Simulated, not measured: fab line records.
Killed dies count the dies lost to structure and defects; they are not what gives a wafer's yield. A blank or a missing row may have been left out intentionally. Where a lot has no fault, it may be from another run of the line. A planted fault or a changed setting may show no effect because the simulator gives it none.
Which tool is to blame? || flow nandHarc || Sampling: 6 lots, 18 wafers, 2 of 1302 route steps

WHAT THE GAUGES READ, wafer by wafer
NHARC_A_M1_THK_MEAS_24: measures by xrf.
{"lot": "L766", "measured": "day 23 22:29", "on": "filmMetro-01", "thkNm (nm)": "156.5 153.4 154.0"}
{"lot": "L775", "measured": "day 26 20:27", "on": "filmMetro-02", "thkNm (nm)": "154.0 153.9 154.8"}
{"lot": "L780", "measured": "day 28 16:35", "on": "filmMetro-02", "thkNm (nm)": "154.7 154.0 155.5"}
{"lot": "L783", "measured": "day 30 13:40", "on": "filmMetro-02", "thkNm (nm)": "153.0 153.7 156.5"}
{"lot": "L785", "measured": "day 31 14:30", "on": "filmMetro-01", "thkNm (nm)": "153.1 156.8 151.9"}
{"lot": "L787", "measured": "day 31 21:10", "on": "filmMetro-02", "thkNm (nm)": "153.1 158.1 152.9"}

EACH LOT AND THE TOOL THAT RAN IT (in order: tool; ch and the chambers of the sampled wafers; start)
{"lot": "L766", "NHARC_A_M1_PRE_CLEAN_30": "pvdSputter-03, day 23 22:29 or earlier"}
{"lot": "L775", "NHARC_A_M1_PRE_CLEAN_30": "pvdSputter-03, day 26 20:27 or earlier"}
{"lot": "L780", "NHARC_A_M1_PRE_CLEAN_30": "pvdSputter-03, day 28 16:35 or earlier"}
{"lot": "L783", "NHARC_A_M1_PRE_CLEAN_30": "pvdSputter-01, day 30 13:40 or earlier"}
{"lot": "L785", "NHARC_A_M1_PRE_CLEAN_30": "pvdSputter-02, day 31 14:30 or earlier"}
{"lot": "L787", "NHARC_A_M1_PRE_CLEAN_30": "pvdSputter-02, day 31 21:10 or earlier"}
- NHARC_A_M1_PRE_CLEAN_30: time 30 s.

THE ANSWER, worked out from the rows above alone
Rule: usual is defined by the lots themselves. The widest of any qualifying gaps counts: lots, ordered by their means at a reading, are off when they make up no more than a third of the lots, leave a main group of 4 or more, and stand apart from it by 3 or more times the standard deviation of that group's means. If all means in a main group match to the digits the tables above print for the reading, that group is not used. Also off: a lot with no number at a reading for which 4 or more lots have one. All remaining lots with rows at the step are treated as sound.
No lot is off on any of the readings shown, so nothing can be concluded from this.

WHAT WAS PUT IN BY THE SIMULATOR
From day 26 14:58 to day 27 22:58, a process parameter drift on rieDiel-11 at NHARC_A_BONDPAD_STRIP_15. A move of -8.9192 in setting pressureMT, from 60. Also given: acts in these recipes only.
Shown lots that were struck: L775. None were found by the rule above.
